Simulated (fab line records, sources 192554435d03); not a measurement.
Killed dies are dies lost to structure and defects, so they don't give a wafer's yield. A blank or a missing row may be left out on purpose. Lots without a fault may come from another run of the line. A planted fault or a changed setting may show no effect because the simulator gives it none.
Chamber matching | flow n5_finfet | N5_BEOL_M14_DESCUM_33 on rie_diel-05: 4 sister chambers
The step chemistry O2, time 7.9 s. 18 wafers are shown with their chamber, then 9 later ones without.

WAFERS WITH THEIR CHAMBER
wafer  | chamber | showerhead_plenum_p_Torr (Torr) | drypump_motor_current_A (A) | throttle_valve_pct (%)
L075.1 | 3       | 2.14                            | 5.0                         | 20.5
L075.2 | 1       | 2.02                            | 5.6                         | 20.2
L075.5 | 3       | 2.14                            | 5.0                         | 20.5
L074.2 | 3       | 2.14                            | 5.0                         | 20.5
L074.4 | 1       | 2.02                            | 5.6                         | 20.2
L074.5 | 1       | 2.02                            | 5.5                         | 20.2
L077.2 | 0       | 1.95                            | 4.9                         | 20.4
L077.3 | 1       | 2.02                            | 5.6                         | 20.2
L077.4 | 2       | 1.92                            | 5.7                         | 21.0
L080.3 | 3       | 2.14                            | 5.0                         | 20.1
L080.4 | 0       | 1.95                            | 4.8                         | 20.4
L080.6 | 3       | 2.14                            | 5.0                         | 20.1
L084.2 | 0       | 1.95                            | 4.9                         | 20.5
L084.3 | 1       | 2.02                            | 5.6                         | 20.3
L084.4 | 0       | 1.95                            | 4.9                         | 20.4
L085.1 | 1       | 2.01                            | 5.6                         | 20.3
L085.4 | 3       | 2.14                            | 5.0                         | 20.1
L085.5 | 1       | 2.01                            | 5.6                         | 20.3

SIGNATURES (means of the wafers above)
reading                  | chamber 0 | chamber 1 | chamber 2 | chamber 3 | scatter within a chamber
showerhead_plenum_p_Torr | 1.9500    | 2.0171    | 1.9200    | 2.1400    | 0.00319
drypump_motor_current_A  | 4.875     | 5.586     | 5.700     | 5.000     | 0.0339
throttle_valve_pct       | 20.425    | 20.243    | 21.000    | 20.300    | 0.137
Rule: a wafer's distance from a chamber is the root of the sum, over the readings, of the square of ((its reading less the chamber's mean) divided by the reading's scatter). The wafer belongs to the nearest chamber; if the next one is less than 2 further off, it can't be placed. The scatter: the root of (the sum of the squares of (reading less its chamber's mean) over the shown wafers, divided by (wafers less chambers)).

WAFERS WITHOUT THEIR CHAMBER
wafer  | showerhead_plenum_p_Torr (Torr) | drypump_motor_current_A (A) | throttle_valve_pct (%)
L086.1 | 1.95                            | 4.9                         | 20.4
L086.2 | 1.92                            | 5.7                         | 21.0
L086.6 | 1.92                            | 5.7                         | 21.0
L089.1 | 2.14                            | 5.0                         | 20.1
L089.4 | 2.01                            | 5.6                         | 20.3
L089.6 | 1.91                            | 5.7                         | 21.0
L096.2 | 2.13                            | 5.0                         | 20.2
L096.4 | 2.20                            | 4.9                         | 20.0
L096.6 | 2.13                            | 5.0                         | 20.2

WHICH CHAMBER EACH WENT THROUGH
wafer  | from the rows above | in truth
L086.1 | 0                   | 0
L086.2 | 2                   | 2
L086.6 | 2                   | 2
L089.1 | 3                   | 3
L089.4 | 1                   | 1
L089.6 | 2                   | 2
L096.2 | 3                   | 3
L096.4 | 3                   | 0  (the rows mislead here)
L096.6 | 3                   | 3
Placed correctly: 8 of 9. Can't be placed from these rows: 0. Placed wrongly: 1.
